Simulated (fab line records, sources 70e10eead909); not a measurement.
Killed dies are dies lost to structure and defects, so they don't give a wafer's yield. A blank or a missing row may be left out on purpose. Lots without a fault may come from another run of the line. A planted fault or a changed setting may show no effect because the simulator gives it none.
A struck lot beside a sound one | flow nand_harc | 13 steps out of a route of 1159
Sound: wafers L688.2, L688.5, L688.6. Struck: wafers L682.4, L682.5, L682.6. The cause comes at the end.
At each step with rows: each side's tool, then ch and its chambers, then its first start. Under that, the readings that differ: sound wafers | struck wafers | difference of the means | sigmas: that difference in standard deviations of wafers without a fault.
alike: readings whose means differ by less than 2 such deviations, and words and numbers that are the same on both sides. not compared: withheld readings, readings that some wafer has no value for, bounds like >300 that may hide the same value, and numbers for which the record gives no deviation and whose values overlap.
The two part at a step that has a row with sigmas, a row that says differs or no value, or rows on one side only. Numbers that don't overlap but have no deviation are shown without sigmas and don't part them. A reading that every wafer of one side lacks parts them only if that side has two wafers or more.

first, 1 step without rows for these wafers: NHARC_A_WL_FILL_CVD_03 (deposits W, target thk 40 nm, time 3302 s).
NHARC_A_WL_FILL_ETCHBACK_04: etches the open film in NF3, target depth 60 nm, time 120 s.
  sound on rie_metal-01 ch 0,1, day 18 11:22; struck on rie_metal-01 ch 0,1, day 17 18:24
  alike: chamber_pressure_mTorr, drypump_motor_current_A, he_backside_leak_sccm, oes_product_au, run_length_s
  not compared: rf_hours_counter_h
NHARC_A_WL_FILL_ETCHBACK_05: etches the open film in Cl2/BCl3, target depth 22 nm, time 60 s.
  sound on rie_metal-01 ch 0,1, day 18 11:36; struck on rie_metal-01 ch 0,1, day 17 18:34
  alike: chamber_pressure_mTorr, drypump_motor_current_A, he_backside_leak_sccm, oes_product_au, run_length_s
  not compared: rf_hours_counter_h
NHARC_A_WL_FILL_STRIP_27: strips in N2/H2, time 20 s.
  sound on plasma_asher-01 ch 0,1, day 18 11:44; struck on plasma_asher-02 ch 0,1, day 17 18:43
  alike: drypump_motor_current_A, heater_power_w
  not compared: rf_hours_counter_h
then, 5 steps without rows for these wafers: NHARC_A_WL_FILL_STRIP_28 (strips in post etch residue remover, time 1200 s); NHARC_A_WL_FILL_PRECLEAN_06 (cleans in DIW, time 300 s); NHARC_A_WL_FILL_SRD_07; NHARC_A_WL_FILL_ANNEAL_08 (time 1800 s); NHARC_A_WL_FILL_ALD_10 (deposits SiO2, target thk 50 nm, pulse time 10 s, ald cycles 500).
NHARC_A_WL_FILL_ETCHBACK_16: etches the open film in C4F8/O2/Ar, target depth 88 nm, time 17.6 s.
  sound on rie_diel-06 ch 0,3; struck on rie_diel-09 ch 0,3
  reading               | sound             | struck            | difference | sigmas
  oes_product_au (a.u.) | 0.999 1.012 0.992 | 0.929 0.929 0.933 | -0.071     | -2
  alike: chamber_pressure_mTorr, rf_vpp_V, run_length_s
  not compared: rf_hours_counter_h
NHARC_A_WL_FILL_STRIP_29: strips in O2, time 20 s.
  sound on rie_diel-06 ch 0,3, day 19 00:17; struck on rie_diel-09 ch 1,2,3, day 18 10:46
  alike: chamber_pressure_mTorr, drypump_motor_current_A, oes_product_au, rf_vpp_V, showerhead_plenum_p_Torr, throttle_valve_pct
  not compared: rf_hours_counter_h
NHARC_A_WL_FILL_ETCHBACK_17: etches the open film in Cl2/BCl3, target depth 4 nm, time 26.7 s.
  sound on rie_metal-01 ch 0,1, day 19 00:23; struck on rie_metal-02 ch 0,1, day 18 10:53
  reading          | sound          | struck         | difference | sigmas
  run_length_s (s) | 47.9 47.7 47.8 | 36.4 36.7 36.3 | -11.3      | -26
  alike: chamber_pressure_mTorr, drypump_motor_current_A, he_backside_leak_sccm, oes_product_au
  not compared: rf_hours_counter_h
then, 1 step without rows for these wafers: NHARC_A_WL_FILL_PRECLEAN_18 (cleans in dHF, time 30 s).

WHERE THEY PART
First at NHARC_A_WL_FILL_ETCHBACK_16; last, within this record, at NHARC_A_WL_FILL_ETCHBACK_17.

WHY: what the simulator had put in
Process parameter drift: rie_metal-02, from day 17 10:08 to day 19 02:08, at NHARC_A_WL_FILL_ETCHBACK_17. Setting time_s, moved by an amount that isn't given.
